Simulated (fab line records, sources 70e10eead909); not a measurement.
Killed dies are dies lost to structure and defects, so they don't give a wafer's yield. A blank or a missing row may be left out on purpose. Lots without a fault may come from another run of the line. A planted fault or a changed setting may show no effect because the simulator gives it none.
fab line records | flow nand_harc
record lots=13 wafers=39 last_day=24
route steps=1159 shown P_GATE@148 END@1159
lots that met no fault: from a run of the same line without faults
start_h: hours from the record's first day to the start of the lot's first wafer shown | wait_h: hours since the lot's step before | " the same as in the row above | L1.1+2: a row that stands for several wafers | - no value, or no start given | * or withheld: withheld | < > ~ a bound
route shown NAME@n: a module of which the file shows steps, and the number in the route of the first | usual: mean/standard deviation of fault-free wafers | same: alike in all rows | chamber/n: place in a boat | sites: the reading at each site | _std_site: their standard deviation | _edge_site: outer sites' mean less inner sites' | radius_mm: how far each site lies from the wafer's centre | mask NAME#n: copy n | behind: the tool/chamber that last shaped the wafer | hold: why the lot was held/for how many hours/how that ended | device: the transistor (n, p or np) that didn't switch | end of line: the same wafers' tests at the end of the route | a step without rows: its recipe alone | killed: dies lost to structure and defects at the first sort, not the wafer's yield | map: a wafer's dies, x killed, . not, _ none there
set.NAME: the setting as run; set.NAME@STEP: as run at that earlier step | model.NAME: the simulator's own value behind a step, which no gauge read
steps of the route over a sample of lots; a table a step, a row a wafer
services: from which hour (start_h, from the record's first day; less than 0 if before it) a tool's chamber was out of use, for how many hours, and why
## steps
# step NHARC_P_GATE_ETCH_114
# recipe target_depth_a=300 overetch_a=30 time_s=16.5 ion_energy_ev=100 cf4_flow_sccm=80 o2_flow_sccm=20 ar_flow_sccm=0 rf_w=300 bias_w=100 chemistry=CF4/O2
# usual drypump_motor_current_A=5.75/0.25 oes_f_703_au=1.000/0.0041 oes_product_au=1.003/0.007 rf_vpp_V=198.3/1.4 showerhead_plenum_p_Torr=1.36/0.057 throttle_valve_pct=13.397/0.0088
# columns lot.wafer tool chamber start_h wait_h drypump_motor_current_A oes_f_703_au oes_product_au rf_hours_counter_h rf_vpp_V showerhead_plenum_p_Torr throttle_valve_pct
L935.1 rie_diel-07 3 87 - 5.43 0.994 1.012 10 198.2 1.35 13.389
L935.4 " 1 " " 5.61 1.000 1.009 9 198.3 1.35 13.381
L935.6 " 3 " " 5.45 1.000 1.009 - 197.8 1.35 13.398
L938.2 rie_diel-07 3 105 - 5.47 1.002 1.004 15 198.7 1.35 13.401
L938.1 " 2 " " 5.61 1.001 1.004 15 198.3 1.39 13.390
L938.6 " 0 " " 5.69 0.999 0.993 - 200.1 1.40 13.392
L939.1 rie_diel-01 1 110 - 5.81 0.995 1.000 24 199.8 1.40 13.394
L939.2 " 2 " " 5.70 1.004 1.002 23 199.2 1.41 13.395
L939.3 " 3 " " 5.70 1.004 1.000 24 194.6 1.24 13.402
L945.3 rie_diel-07 3 145 - 5.45 0.997 1.004 32 199.9 1.35 13.393
L945.5 " 0 " " 5.67 0.996 1.012 - 198.3 1.40 13.389
L945.6 " 2 " " 5.62 0.994 1.013 - 198.6 1.38 13.394
L948.2 rie_diel-07 3 168 - 5.43 1.005 1.019 42 197.8 1.35 13.402
L948.1 " 0 " " 5.67 0.999 1.012 41 198.7 1.39 13.399
L948.4 " 2 " " 5.61 0.993 1.002 - 197.9 1.38 13.399
L947.1 rie_diel-07 2 169 - 5.62 1.006 1.007 43 199.6 1.38 13.386
L947.2 " 0 " " 5.70 0.997 1.010 41 199.4 1.39 13.389
L947.4 " 2 " " 5.61 1.000 0.999 - 197.6 1.38 13.415
L949.3 rie_diel-01 3 173 - 5.64 1.001 1.001 5 196.4 1.24 13.389
L949.1 " 0 " " 6.17 1.002 0.998 7 198.6 1.37 13.405
L949.4 " 2 " " 5.70 0.999 0.983 7 198.9 1.40 13.395
L950.3 rie_diel-01 3 173 - 5.67 0.992 0.995 5 194.4 1.24 13.406
L950.4 " 1 " " 5.87 0.994 0.998 7 199.4 1.40 13.388
L950.5 " 0 " " 6.19 1.004 1.001 - 197.2 1.37 13.409
L952.3 rie_diel-01 0 191 - 6.16 0.997 1.009 10 199.3 1.37 13.391
L952.1 " 1 " " 5.88 0.999 1.009 11 198.8 1.40 13.392
L952.2 " 2 " " 5.68 1.000 0.999 11 200.2 1.40 13.398
L953.1 rie_diel-01 0 197 - 6.16 1.000 0.996 12 197.8 1.37 13.399
L953.4 " 2 " " 5.69 1.001 0.995 - 198.5 1.40 13.404
L953.5 " 1 " " 5.90 0.997 1.010 - 198.0 1.40 13.398
L954.2 rie_diel-01 2 205 - 5.72 0.999 1.006 17 197.7 1.40 13.391
L954.6 " 1 " " 5.91 0.997 1.006 - 198.1 1.40 13.405
L954.4 " 0 " " 6.17 1.002 1.018 - 199.3 1.37 13.403
L957.3 rie_diel-01 1 222 - 5.88 0.996 1.004 20 198.9 1.40 13.397
L957.4 " 2 " " 5.69 0.998 1.005 20 199.1 1.40 13.401
L957.1 " 0 " " 6.15 1.003 1.016 18 200.1 1.37 13.396
L958.4 rie_diel-01 3 229 - 5.66 1.005 1.001 11 197.0 1.24 13.408
L958.1 " 0 " " 6.17 0.996 1.014 19 198.1 1.37 13.391
L958.5 " 2 " " 5.66 1.006 1.002 - 197.5 1.40 13.410
# step NHARC_P_GATE_STRIP_95
# recipe power_w=1500 temp_c=250 chemistry=O2
# usual drypump_motor_current_A=5.8/0.45 heater_power_w=296/21 rf_refl_power_W=22/5.5
# columns lot.wafer tool chamber start_h wait_h drypump_motor_current_A heater_power_w rf_hours_counter_h rf_refl_power_W
L935.1 plasma_asher-02 1 102.96 0.5 6.1 327 30 14
L935.4 " 0 " " 5.7 293 - 22
L935.6 " 1 " " 6.1 330 - 15
L938.2 plasma_asher-01 0 121.85 0.6 6.2 274 5 20
L938.1 " 1 " " 5.1 298 5 30
L938.6 " 1 " " 5.1 292 - 30
L939.1 plasma_asher-02 1 129.19 0.6 6.1 333 41 15
L939.2 " 0 " " 5.7 291 41 22
L939.3 " 1 " " 6.1 335 - 15
L945.3 plasma_asher-01 0 162.06 0.4 6.3 272 - 20
L945.5 " 0 " " 6.3 275 - 21
L945.6 " 1 " " 5.2 292 - 31
L948.1 plasma_asher-01 0 184.90 0.6 6.2 275 21 20
L948.2 " 1 " " 5.1 297 21 30
L948.4 " 0 " " 6.2 271 - 21
L947.2 plasma_asher-01 0 186.47 0.6 6.2 273 22 20
L947.1 " 1 " " 5.1 300 22 31
L947.4 " 0 " " 6.2 272 - 21
L949.1 plasma_asher-01 1 192.16 0.5 5.1 293 28 29
L949.4 " 0 " " 6.3 277 - 21
L949.3 " 1 " " 5.1 291 - 29
L950.4 plasma_asher-01 0 193.23 0.4 6.3 269 - 21
L950.3 " 1 " " 5.1 308 - 30
L950.5 " 1 " " 5.1 296 - 31
L952.1 plasma_asher-01 1 207.96 0.6 5.1 287 35 30
L952.2 " 0 " " 6.2 277 35 20
L952.3 " 0 " " 6.2 276 - 20
L953.1 plasma_asher-01 1 214.38 0.5 5.1 299 37 30
L953.4 " 1 " " 5.1 297 - 29
L953.5 " 1 " " 5.1 292 - 29
L954.2 plasma_asher-01 0 221.82 0.6 6.2 275 40 21
L954.4 " 0 " " 6.3 274 - 21
L954.6 " 1 " " 5.1 297 - 30
L957.1 plasma_asher-02 0 238.45 0.5 5.8 283 16 20
L957.3 " 1 " " 6.1 341 - 14
L957.4 " 0 " " 5.8 282 - 20
L958.1 plasma_asher-01 0 245.73 0.5 6.3 281 49 21
L958.4 " 1 " " 5.1 291 - 29
L958.5 " 1 " " 5.1 302 - 30
# step NHARC_P_GATE_DEGAS_109
# recipe temp_c=300 time_s=60
# usual heater_power_w=471/60
# columns lot.wafer tool chamber start_h wait_h heater_power_w
L935.4 pvd_sputter-02 - 103.83 0.1 421
L935.1 " - " " 585
L935.6 " - " " 545
L938.2 pvd_sputter-03 - 122.73 0.1 455
L938.1 " - " " 465
L938.6 " - " " 470
L939.2 pvd_sputter-02 - 130.08 0.1 599
L939.1 " - " " 479
L939.3 " - " " 411
L945.3 pvd_sputter-02 - 162.91 0.1 415
L945.6 " - " " 420
L945.5 " - " " 614
L948.1 pvd_sputter-02 - 185.77 0.1 524
L948.2 " - " " 417
L948.4 " - " " 592
L947.1 pvd_sputter-02 - 187.35 0.1 543
L947.4 " - " " 422
L947.2 " - " " 597
L949.1 pvd_sputter-03 - 193.03 0.1 488
L949.3 " - " " 393
L949.4 " - " " 463
L950.3 pvd_sputter-01 - 194.14 0.1 437
L950.4 " - " " 457
L950.5 " - " " 414
L952.3 pvd_sputter-03 - 208.83 0.1 461
L952.1 " - " " 477
L952.2 " - " " 385
L953.4 pvd_sputter-01 - 215.40 0.2 456
L953.1 " - " " 406
L953.5 " - " " 440
L954.4 pvd_sputter-01 - 222.69 0.1 431
L954.2 " - " " 444
L954.6 " - " " 434
L957.3 pvd_sputter-03 - 239.40 0.1 384
L957.4 " - " " 456
L957.1 " - " " 477
L958.4 pvd_sputter-01 - 246.60 0.1 439
L958.1 " - " " 452
L958.5 " - " " 537
# step NHARC_P_GATE_INSPECT_68
# usual raw_defect_count=198/76
# columns lot.wafer tool chamber start_h wait_h raw_defect_count
L935.1 defect_inspect-02 - 104.85 0.2 85
L935.4 " - " " 118
L935.6 " - " " 142
L938.1 defect_inspect-02 - 123.68 0.2 131
L938.2 " - " " 271
L938.6 " - " " 207
L939.1 defect_inspect-01 - 131.04 0.2 118
L939.2 " - " " 93
L939.3 " - " " 112
L945.3 defect_inspect-01 - 164.11 0.1 115
L945.5 " - " " 678
L945.6 " - " " 155
L948.1 defect_inspect-02 - 186.73 0.2 783
L948.2 " - " " 174
L948.4 " - " " 150
L947.1 defect_inspect-01 - 188.36 0.2 286
L947.2 " - " " 908
L947.4 " - " " 270
L949.1 defect_inspect-02 - 194.17 0.2 244
L949.3 " - " " 180
L949.4 " - " " 207
L950.3 defect_inspect-01 - 195.15 0.1 187
L950.4 " - " " 199
L950.5 " - " " 258
L952.1 defect_inspect-02 - 209.93 0.2 142
L952.2 " - " " 107
L952.3 " - " " 179
L953.1 defect_inspect-02 - 216.49 0.2 162
L953.4 " - " " 226
L953.5 " - " " 102
L954.2 defect_inspect-01 - 224.15 0.1 193
L954.4 " - " " 219
L954.6 " - " " 245
L957.1 defect_inspect-01 - 240.45 0.2 182
L957.3 " - " " 214
L957.4 " - " " 312
L958.1 defect_inspect-02 - 247.94 0.2 184
L958.4 " - " " 176
L958.5 " - " " 113
# step NHARC_END_SORT_01
# recipe temp_c=25
# usual killed_at_array=26/9.6 killed_at_other=0.7/0.92 killed_at_periphery=3.8/2.7 killed_dies=31/10 killed_open=3.3/1.7 killed_short=1.8/1.3
# same gross_dies=677
# columns lot.wafer tool chamber start_h wait_h killed_at_array killed_at_other killed_at_periphery killed_dies killed_open killed_short
L945.3 prober-02 0 487.72 3.1 27 0 3 30 0 1
L945.5 prober-02 0 489.34 3.7 28 0 88 116 4 1
L945.6 prober-02 0 490.16 4.1 33 0 2 35 2 1
L948.1 prober-01 0 505.73 2.5 11 0 88 99 0 1
L948.2 prober-01 0 506.53 2.8 16 0 3 19 6 1
L948.4 prober-01 0 508.12 3.4 17 0 2 19 4 3
L947.1 prober-02 0 505.76 2.5 18 1 2 21 2 4
L947.2 prober-02 0 506.57 2.8 27 0 90 117 3 2
L947.4 prober-02 0 508.19 3.4 22 0 8 30 5 2
# killed by level:class
L945.3 A_CHANNEL_HOLE_D1:chamber_film_flake=16 A_SLIT:chamber_film_flake=8 A_ZERO_WELL:chamber_film_flake=3 P_GATE:geometric_particle:short=1 P_ZERO_WELL:chamber_film_flake=1 P_GATE:chamber_film_flake=1
L945.5 P_GATE:unspecified=83 A_CHANNEL_HOLE_D1:chamber_film_flake=18 A_SLIT:chamber_film_flake=6 P_GATE:geometric_particle:open=2 P_GATE:chamber_film_flake=2 P_CONTACT:geometric_particle:open=1 A_WL_FILL:geometric_particle:short=1 A_CONTACT:geometric_particle:open=1
L945.6 A_CHANNEL_HOLE_D1:chamber_film_flake=15 A_SLIT:chamber_film_flake=9 A_ZERO_WELL:chamber_film_flake=3 A_SGD_CUT:chamber_film_flake=2 P_M0:geometric_particle:open=1 A_ONON_D1:geometric_particle:open=1 A_CHANNEL_FILL_D1:geometric_particle:short=1 P_GATE:chamber_film_flake=1
L948.1 P_GATE:unspecified=88 A_CONTACT:chamber_film_flake=5 A_CHANNEL_HOLE_D1:chamber_film_flake=2 A_STAIRCASE:chamber_film_flake=2 A_SOURCE_PLATE:geometric_particle:short=1 A_ZERO_WELL:chamber_film_flake=1
L947.1 A_SLIT:chamber_film_flake=7 P_STI:chamber_film_flake=2 A_STAIRCASE:chamber_film_flake=2 A_SOURCE_PLATE:geometric_particle:short=1 A_CONTACT:chamber_film_flake=1 A_SLIT:geometric_particle:short=1 A_WL_FILL:geometric_particle:open=1 A_WL_FILL:geometric_particle:short=1
L948.2 A_CONTACT:chamber_film_flake=4 P_M0:chamber_film_flake=3 A_CHANNEL_HOLE_D1:chamber_film_flake=3 A_CHANNEL_FILL_D1:geometric_particle:open=2 A_CHANNEL_FILL_D1:geometric_particle:short=1 A_SGD_CUT:geometric_particle:open=1 A_WL_FILL:geometric_particle:open=1 A_CONTACT:geometric_particle:open=1
L947.2 P_GATE:unspecified=89 A_SLIT:chamber_film_flake=7 A_STAIRCASE:chamber_film_flake=6 A_CHANNEL_FILL_D1:chamber_film_flake=5 A_CHANNEL_HOLE_D1:chamber_film_flake=3 P_M1:geometric_particle:open=1 A_WL_FILL:geometric_particle:open=1 A_WL_FILL:geometric_particle:short=1
L948.4 A_CONTACT:chamber_film_flake=7 P_M0:geometric_particle:open=1 A_CHANNEL_FILL_D1:geometric_particle:open=1 A_CHANNEL_FILL_D1:geometric_particle:short=1 A_SGD_CUT:geometric_particle:open=1 A_SGD_CUT:geometric_particle:short=1 A_WL_FILL:geometric_particle:short=1 A_CONTACT:geometric_particle:open=1
L947.4 A_STAIRCASE:chamber_film_flake=7 A_SLIT:chamber_film_flake=6 P_BONDPAD:chamber_film_flake=3 P_STI:chamber_film_flake=2 A_CHANNEL_HOLE_D1:chamber_film_flake=2 A_CHANNEL_FILL_D1:chamber_film_flake=2 P_GATE:geometric_particle:open=1 P_M0:geometric_particle:open=1
## services
# columns tool chamber start_h hours kind
rie_diel-01 0 67.91 - clean
rie_diel-01 1 67.91 - clean
rie_diel-01 2 67.91 - clean
rie_diel-01 3 67.91 - clean
pvd_sputter-03 - 70.23 3.4 repair
pvd_sputter-03 - 91.91 2.4 repair
pvd_sputter-03 - 96.33 1.0 repair
plasma_asher-01 - 99.00 9.0 pm
plasma_asher-01 0 99.00 9.0 vent_cycle
plasma_asher-01 1 99.00 9.0 vent_cycle
pvd_sputter-03 - 102.00 10.0 pm
plasma_asher-01 0 108.00 - clean
plasma_asher-01 1 108.00 - clean
rie_diel-07 1 129.31 103.2 repair
rie_diel-01 - 137.80 9.0 pm
pvd_sputter-01 - 158.00 10.0 pm
pvd_sputter-01 - 179.54 2.9 repair
plasma_asher-02 - 183.13 9.0 pm
pvd_sputter-02 - 195.66 9.3 repair
rie_diel-07 - 196.24 11.1 repair
pvd_sputter-02 - 214.04 10.0 pm
rie_diel-07 3 217.21 9.3 repair
rie_diel-07 - 228.36 9.0 pm
rie_diel-01 0 235.40 6.1 repair
## key
first_sign step=NHARC_P_GATE_INSPECT_68 reading=raw_defect_count direction=up sigmas=7.8 usual=198 struck=790
effect step=NHARC_END_SORT_01 reading=killed_at_periphery direction=up sigmas=32 usual=3.8 struck=88.7
more_kills_born_at NHARC_P_GATE_ETCH_114@rie_diel-07=259
met_at NHARC_P_GATE_ETCH_114
struck_lots L945,L947,L948
struck_wafers L945.5,L947.2,L948.1
tester_left_out L945,L947,L948
not_acting_at NHARC_P_GATE_STRIP_95,NHARC_P_GATE_DEGAS_109
fault kind=chamber_particle_source tool=rie_diel-07 chamber=0 onset_h=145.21 steps=NHARC_P_GATE_ETCH_114 rate_per_visit_cm2=0.88459 end_h=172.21
# tester_left_out: of these lots the tester's yield and bins aren't shown, on N5 and GAA mostly nor the transistor test; their killed dies are dies lost to structure and defects alone, not to doping, threshold or leakage, so they don't give the yield
